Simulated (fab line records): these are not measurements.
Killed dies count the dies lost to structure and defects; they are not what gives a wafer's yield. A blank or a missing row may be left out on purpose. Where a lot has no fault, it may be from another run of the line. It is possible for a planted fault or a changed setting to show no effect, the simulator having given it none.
Which tool was responsible? / flow nand-harc / 11 lots, 33 wafers sampled, at 6 steps of a route of 1302

== WHAT EACH GAUGE READ, for each wafer ==
NHARC_P_GATE_CD_MEAS_91: the cd target is 2000 nm.
lot=L911; measured=day 6 00:29; on=cd-sem-03; cd-nm (nm)=1999.7 1995.9 2001.7
lot=L914; measured=day 7 04:05; on=cd-sem-02; cd-nm (nm)=1998.4 2000.3 2000.8
lot=L915; measured=day 7 19:29; on=cd-sem-03; cd-nm (nm)=1999.0 2002.1 2002.0
lot=L917; measured=day 8 09:29; on=cd-sem-03; cd-nm (nm)=2000.5 1998.7 1999.1
lot=L918; measured=day 9 02:24; on=cd-sem-01; cd-nm (nm)=1997.8 1997.9 2001.4
lot=L919; measured=day 9 06:38; on=cd-sem-01; cd-nm (nm)=1997.3 1996.2 1999.9
lot=L921; measured=day 10 07:34; on=cd-sem-02; cd-nm (nm)=2001.3 2000.1 2002.0
lot=L922; measured=day 10 13:28; on=cd-sem-01; cd-nm (nm)=2002.9 1998.9 2001.1
lot=L928; measured=day 13 12:04; on=cd-sem-01; cd-nm (nm)=1998.6 2000.9 2000.0
lot=L932; measured=day 14 21:40; on=cd-sem-03; cd-nm (nm)=1997.2 1999.1 1999.1
lot=L933; measured=day 15 09:00; on=cd-sem-03; cd-nm (nm)=1999.0 2002.3 1999.2

NHARC_P_CONTACT_CD_MEAS_12: the cd target is 90 nm.
lot=L911; measured=day 6 05:11; on=cd-sem-03; cd-nm (nm)=89.8 90.0 90.9
lot=L914; measured=day 7 08:45; on=cd-sem-02; cd-nm (nm)=89.8 91.0 90.7
lot=L915; measured=day 8 00:11; on=cd-sem-01; cd-nm (nm)=90.6 89.8 90.1
lot=L917; measured=day 8 14:10; on=cd-sem-03; cd-nm (nm)=88.8 89.6 89.5
lot=L918; measured=day 9 07:50; on=cd-sem-02; cd-nm (nm)=89.2 90.4 89.8
lot=L919; measured=day 9 11:19; on=cd-sem-02; cd-nm (nm)=89.6 89.9 89.8
lot=L921; measured=day 10 12:09; on=cd-sem-01; cd-nm (nm)=90.0 89.2 89.6
lot=L922; measured=day 10 18:03; on=cd-sem-03; cd-nm (nm)=97.0 96.8 97.2
lot=L928; measured=day 13 16:56; on=cd-sem-03; cd-nm (nm)=91.0 90.0 89.9
lot=L932; measured=day 15 02:20; on=cd-sem-03; cd-nm (nm)=90.4 90.2 90.1
lot=L933; measured=day 15 13:47; on=cd-sem-01; cd-nm (nm)=89.8 90.5 89.5

NHARC_P_CONTACT_CD_MEAS_19.
lot=L911; measured=day 6 06:15; on=cd-sem-03; cd-nm (nm)=88.9 87.4 88.9
lot=L914; measured=day 7 09:58; on=cd-sem-02; cd-nm (nm)=90.2 87.2 87.7
lot=L915; measured=day 8 01:14; on=cd-sem-01; cd-nm (nm)=88.5 91.3 90.3
lot=L917; measured=day 8 15:13; on=cd-sem-01; cd-nm (nm)=86.8 87.1 89.4
lot=L918; measured=day 9 09:05; on=cd-sem-01; cd-nm (nm)=88.6 88.6 87.9
lot=L919; measured=day 9 12:22; on=cd-sem-03; cd-nm (nm)=87.8 91.3 90.0
lot=L921; measured=day 10 13:13; on=cd-sem-01; cd-nm (nm)=90.3 89.7 88.3
lot=L922; measured=day 10 19:07; on=cd-sem-01; cd-nm (nm)=95.4 94.6 93.3
lot=L928; measured=day 13 18:00; on=cd-sem-03; cd-nm (nm)=90.3 91.6 86.3
lot=L932; measured=day 15 03:24; on=cd-sem-01; cd-nm (nm)=90.7 89.9 92.3
lot=L933; measured=day 15 15:24; on=cd-sem-03; cd-nm (nm)=87.0 87.7 91.0

== EACH LOT AND THE TOOL THAT RAN IT (in order: tool; ch and the chambers of the sampled wafers; start) ==
lot=L911; NHARC_P_GATE_DESCUM_61=rie-diel-06 ch 1,2,3, day 5 22:55; NHARC_P_CONTACT_EXPOSE_09=arfi-scanner-02 ch 0, day 6 05:02; NHARC_P_CONTACT_ETCH_36=rie-diel-12 ch 1,2,3, day 6 06:15 or earlier
lot=L914; NHARC_P_GATE_DESCUM_61=rie-diel-03 ch 0,2,3, day 7 02:40; NHARC_P_CONTACT_EXPOSE_09=arfi-scanner-02 ch 0, day 7 08:37; NHARC_P_CONTACT_ETCH_36=rie-diel-07 ch 0,1, day 7 09:58 or earlier
lot=L915; NHARC_P_GATE_DESCUM_61=rie-diel-11 ch 1,3, day 7 17:56; NHARC_P_CONTACT_EXPOSE_09=arfi-scanner-01 ch 0, day 8 00:02; NHARC_P_CONTACT_ETCH_36=rie-diel-07 ch 0,1,2, day 8 01:14 or earlier
lot=L917; NHARC_P_GATE_DESCUM_61=rie-diel-11 ch 0,1,2, day 8 07:55; NHARC_P_CONTACT_EXPOSE_09=arfi-scanner-01 ch 0, day 8 14:01; NHARC_P_CONTACT_ETCH_36=rie-diel-07 ch 0,1,3, day 8 15:13 or earlier
lot=L918; NHARC_P_GATE_DESCUM_61=rie-diel-11 ch 1,2,3, day 9 00:51; NHARC_P_CONTACT_EXPOSE_09=arfi-scanner-02 ch 0, day 9 07:41; NHARC_P_CONTACT_ETCH_36=rie-diel-12 ch 2,3, day 9 09:05 or earlier
lot=L919; NHARC_P_GATE_DESCUM_61=rie-diel-11 ch 0,1,2, day 9 05:14; NHARC_P_CONTACT_EXPOSE_09=arfi-scanner-01 ch 0, day 9 11:10; NHARC_P_CONTACT_ETCH_36=rie-diel-02 ch 1,2, day 9 12:22 or earlier
lot=L921; NHARC_P_GATE_DESCUM_61=rie-diel-03 ch 0,1, day 10 05:59; NHARC_P_CONTACT_EXPOSE_09=arfi-scanner-02 ch 0, day 10 12:01; NHARC_P_CONTACT_ETCH_36=rie-diel-02 ch 0,1, day 10 13:13 or earlier
lot=L922; NHARC_P_GATE_DESCUM_61=rie-diel-11 ch 0,1,2, day 10 12:04; NHARC_P_CONTACT_EXPOSE_09=arfi-scanner-02 ch 0, day 10 17:55; NHARC_P_CONTACT_ETCH_36=rie-diel-12 ch 0,1, day 10 19:07 or earlier
lot=L928; NHARC_P_GATE_DESCUM_61=rie-diel-06 ch 0,1,2, day 13 10:38; NHARC_P_CONTACT_EXPOSE_09=arfi-scanner-01 ch 0, day 13 16:48; NHARC_P_CONTACT_ETCH_36=rie-diel-12 ch 0,1,2, day 13 18:00 or earlier
lot=L932; NHARC_P_GATE_DESCUM_61=rie-diel-11 ch 0,2,3, day 14 20:13; NHARC_P_CONTACT_EXPOSE_09=arfi-scanner-02 ch 0, day 15 02:13; NHARC_P_CONTACT_ETCH_36=rie-diel-07 ch 0,1,3, day 15 03:24 or earlier
lot=L933; NHARC_P_GATE_DESCUM_61=rie-diel-11 ch 0,1,3, day 15 07:35; NHARC_P_CONTACT_EXPOSE_09=arfi-scanner-03 ch 0, day 15 13:40; NHARC_P_CONTACT_ETCH_36=rie-diel-12 ch 0,1,2, day 15 15:24 or earlier
- NHARC_P_GATE_DESCUM_61: chemistry O2, time 3 s.
- NHARC_P_CONTACT_EXPOSE_09: exposes mask P CA, target cd 90 nm.
- NHARC_P_CONTACT_ETCH_36: etches the open film in N2/H2, target depth 260 nm, time 406.25 s.

== WHAT THE TOOLS THEMSELVES READ (means of the sampled wafers that have a number; where no wafer has one, the mark that the record gives instead) ==
NHARC_P_GATE_DESCUM_61.
lot=L911; tool=rie-diel-06; chamber-pressure-mTorr (mTorr)=59.95; drypump-motor-current-A (A)=5.7; oes-product-au (a.u.)=1.000; rf-vpp-V (V)=58.1; showerhead-plenum-p-Torr (Torr)=2.03; throttle-valve-pct (%)=11.307
lot=L914; tool=rie-diel-03; chamber-pressure-mTorr (mTorr)=60.00; drypump-motor-current-A (A)=5.8; oes-product-au (a.u.)=0.987; rf-vpp-V (V)=58.3; showerhead-plenum-p-Torr (Torr)=1.92; throttle-valve-pct (%)=11.322
lot=L915; tool=rie-diel-11; chamber-pressure-mTorr (mTorr)=59.98; drypump-motor-current-A (A)=5.6; oes-product-au (a.u.)=1.011; rf-vpp-V (V)=58.1; showerhead-plenum-p-Torr (Torr)=1.92; throttle-valve-pct (%)=11.302
lot=L917; tool=rie-diel-11; chamber-pressure-mTorr (mTorr)=60.01; drypump-motor-current-A (A)=5.6; oes-product-au (a.u.)=1.011; rf-vpp-V (V)=58.0; showerhead-plenum-p-Torr (Torr)=1.98; throttle-valve-pct (%)=11.313
lot=L918; tool=rie-diel-11; chamber-pressure-mTorr (mTorr)=59.91; drypump-motor-current-A (A)=5.5; oes-product-au (a.u.)=1.004; rf-vpp-V (V)=58.6; showerhead-plenum-p-Torr (Torr)=1.98; throttle-valve-pct (%)=11.308
lot=L919; tool=rie-diel-11; chamber-pressure-mTorr (mTorr)=60.00; drypump-motor-current-A (A)=5.6; oes-product-au (a.u.)=1.002; rf-vpp-V (V)=57.8; showerhead-plenum-p-Torr (Torr)=1.98; throttle-valve-pct (%)=11.312
lot=L921; tool=rie-diel-03; chamber-pressure-mTorr (mTorr)=60.04; drypump-motor-current-A (A)=6.1; oes-product-au (a.u.)=1.002; rf-vpp-V (V)=57.6; showerhead-plenum-p-Torr (Torr)=1.88; throttle-valve-pct (%)=11.311
lot=L922; tool=rie-diel-11; chamber-pressure-mTorr (mTorr)=59.99; drypump-motor-current-A (A)=5.6; oes-product-au (a.u.)=1.008; rf-vpp-V (V)=57.2; showerhead-plenum-p-Torr (Torr)=1.98; throttle-valve-pct (%)=11.300
lot=L928; tool=rie-diel-06; chamber-pressure-mTorr (mTorr)=60.02; drypump-motor-current-A (A)=5.5; oes-product-au (a.u.)=1.007; rf-vpp-V (V)=57.5; showerhead-plenum-p-Torr (Torr)=2.01; throttle-valve-pct (%)=11.309
lot=L932; tool=rie-diel-11; chamber-pressure-mTorr (mTorr)=60.01; drypump-motor-current-A (A)=5.5; oes-product-au (a.u.)=1.000; rf-vpp-V (V)=57.5; showerhead-plenum-p-Torr (Torr)=1.92; throttle-valve-pct (%)=11.304
lot=L933; tool=rie-diel-11; chamber-pressure-mTorr (mTorr)=60.01; drypump-motor-current-A (A)=5.7; oes-product-au (a.u.)=1.001; rf-vpp-V (V)=58.6; showerhead-plenum-p-Torr (Torr)=1.91; throttle-valve-pct (%)=11.314

NHARC_P_CONTACT_ETCH_36.
lot=L911; tool=rie-diel-12; chamber-pressure-mTorr (mTorr)=29.985; drypump-motor-current-A (A)=5.5; oes-product-au (a.u.)=0.995; rf-vpp-V (V)=431.5; showerhead-plenum-p-Torr (Torr)=2.05; throttle-valve-pct (%)=14.164
lot=L914; tool=rie-diel-07; chamber-pressure-mTorr (mTorr)=29.967; drypump-motor-current-A (A)=5.3; oes-product-au (a.u.)=0.999; rf-vpp-V (V)=434.0; showerhead-plenum-p-Torr (Torr)=2.17; throttle-valve-pct (%)=14.178
lot=L915; tool=rie-diel-07; chamber-pressure-mTorr (mTorr)=29.976; drypump-motor-current-A (A)=5.7; oes-product-au (a.u.)=1.001; rf-vpp-V (V)=432.5; showerhead-plenum-p-Torr (Torr)=2.10; throttle-valve-pct (%)=14.181
lot=L917; tool=rie-diel-07; chamber-pressure-mTorr (mTorr)=30.004; drypump-motor-current-A (A)=5.6; oes-product-au (a.u.)=1.006; rf-vpp-V (V)=433.2; showerhead-plenum-p-Torr (Torr)=2.13; throttle-valve-pct (%)=14.170
lot=L918; tool=rie-diel-12; chamber-pressure-mTorr (mTorr)=30.016; drypump-motor-current-A (A)=5.5; oes-product-au (a.u.)=1.002; rf-vpp-V (V)=430.5; showerhead-plenum-p-Torr (Torr)=2.06; throttle-valve-pct (%)=14.175
lot=L919; tool=rie-diel-02; chamber-pressure-mTorr (mTorr)=30.019; drypump-motor-current-A (A)=5.9; oes-product-au (a.u.)=1.004; rf-vpp-V (V)=432.7; showerhead-plenum-p-Torr (Torr)=2.14; throttle-valve-pct (%)=14.172
lot=L921; tool=rie-diel-02; chamber-pressure-mTorr (mTorr)=30.004; drypump-motor-current-A (A)=5.7; oes-product-au (a.u.)=1.001; rf-vpp-V (V)=432.3; showerhead-plenum-p-Torr (Torr)=2.09; throttle-valve-pct (%)=14.181
lot=L922; tool=rie-diel-12; chamber-pressure-mTorr (mTorr)=30.037; drypump-motor-current-A (A)=5.2; oes-product-au (a.u.)=0.995; rf-vpp-V (V)=432.4; showerhead-plenum-p-Torr (Torr)=2.10; throttle-valve-pct (%)=14.177
lot=L928; tool=rie-diel-12; chamber-pressure-mTorr (mTorr)=30.003; drypump-motor-current-A (A)=5.6; oes-product-au (a.u.)=1.005; rf-vpp-V (V)=431.2; showerhead-plenum-p-Torr (Torr)=2.07; throttle-valve-pct (%)=14.157
lot=L932; tool=rie-diel-07; chamber-pressure-mTorr (mTorr)=30.011; drypump-motor-current-A (A)=5.6; oes-product-au (a.u.)=1.001; rf-vpp-V (V)=432.5; showerhead-plenum-p-Torr (Torr)=2.13; throttle-valve-pct (%)=14.165
lot=L933; tool=rie-diel-12; chamber-pressure-mTorr (mTorr)=30.014; drypump-motor-current-A (A)=5.6; oes-product-au (a.u.)=0.999; rf-vpp-V (V)=431.8; showerhead-plenum-p-Torr (Torr)=2.07; throttle-valve-pct (%)=14.177

== THE ANSWER, worked out from the rows above alone ==
Rule: what is usual is taken from the lots themselves. The widest of any qualifying gaps counts: lots, ordered by their means at a reading, are off when they make up no more than a third of the lots, leave a main group of 4 or more, and stand apart from it by 3 or more times the standard deviation of that group's means. Not used: any main group whose means are identical at the precision the tables above print for the reading. Also off: a lot with no number at a reading for which 4 or more lots have one. All remaining lots with rows at the step are treated as sound. Order of review: gauges by route order, followed by the tools' own readings, for which a lot's mean as printed above is used. The first step at which some lot is off is used, and at that step the reading that is off furthest; a lot without a number counts as furthest.
Off: L922 (NHARC_P_CONTACT_CD_MEAS_12, cd-nm). For the main group the mean is 90.0 nm and the standard deviation 0.35.
If a tool, at a process step before that reading, ran all the lots that are off and no sound lot after the first of them, it fits. The gauges at NHARC_P_CONTACT_CD_MEAS_12 aren't tried: what is off there is off at NHARC_P_CONTACT_CD_MEAS_19 too, on other tools, and a gauge's error can't cause that. Not one of the candidates tried fits.

== WHAT THE SIMULATOR PUT IN ==
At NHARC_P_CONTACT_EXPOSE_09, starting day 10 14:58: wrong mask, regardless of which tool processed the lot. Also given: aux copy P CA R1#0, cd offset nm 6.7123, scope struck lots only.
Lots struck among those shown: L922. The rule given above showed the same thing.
